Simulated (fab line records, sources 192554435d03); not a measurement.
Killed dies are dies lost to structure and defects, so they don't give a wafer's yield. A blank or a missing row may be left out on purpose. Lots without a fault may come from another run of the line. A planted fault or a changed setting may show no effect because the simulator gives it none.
Chamber matching | flow n5_finfet | N5_HKMG_FIN_ETCH_54 on rie_diel-06: 4 sister chambers
The step etches SiARC in CF4, target depth 45.5 nm, time 75.8 s. 4 wafers are shown with their chamber, then 7 later ones without.

WAFERS WITH THEIR CHAMBER
wafer  | chamber | showerhead_plenum_p_Torr (Torr)
L232.1 | 3       | 2.10
L232.6 | 1       | 2.22
L245.3 | 2       | 2.27
L245.5 | 0       | 2.11

WAFERS WITHOUT THEIR CHAMBER
wafer  | showerhead_plenum_p_Torr (Torr)
L245.6 | 2.09
L246.1 | 2.27
L246.4 | 2.09
L246.5 | 2.21
L247.3 | 2.27
L247.4 | 2.09
L247.5 | 2.09

WHICH CHAMBER EACH WENT THROUGH
wafer  | from the rows above     | in truth
L245.6 | can't be placed: 3 or 0 | 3
L246.1 | 2                       | 2
L246.4 | can't be placed: 3 or 0 | 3
L246.5 | 1                       | 1
L247.3 | 2                       | 2
L247.4 | can't be placed: 3 or 0 | 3
L247.5 | can't be placed: 3 or 0 | 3
Placed correctly: 3 of 7. Can't be placed from these rows: 4 (the true chamber is among the candidates in 4). Placed wrongly: 0.
How it was worked out, from the rows above alone: a wafer's distance from a chamber is the root of the sum, over the readings, of the square of ((its reading less the chamber's mean) divided by the reading's scatter). The wafer belongs to the nearest chamber; if the next one is less than 2 further off, it can't be placed. A chamber's mean is the mean of its shown wafers. The scatter: with one shown wafer a chamber, the root of the mean of the squares of how far each hidden wafer lies from its nearest shown one.
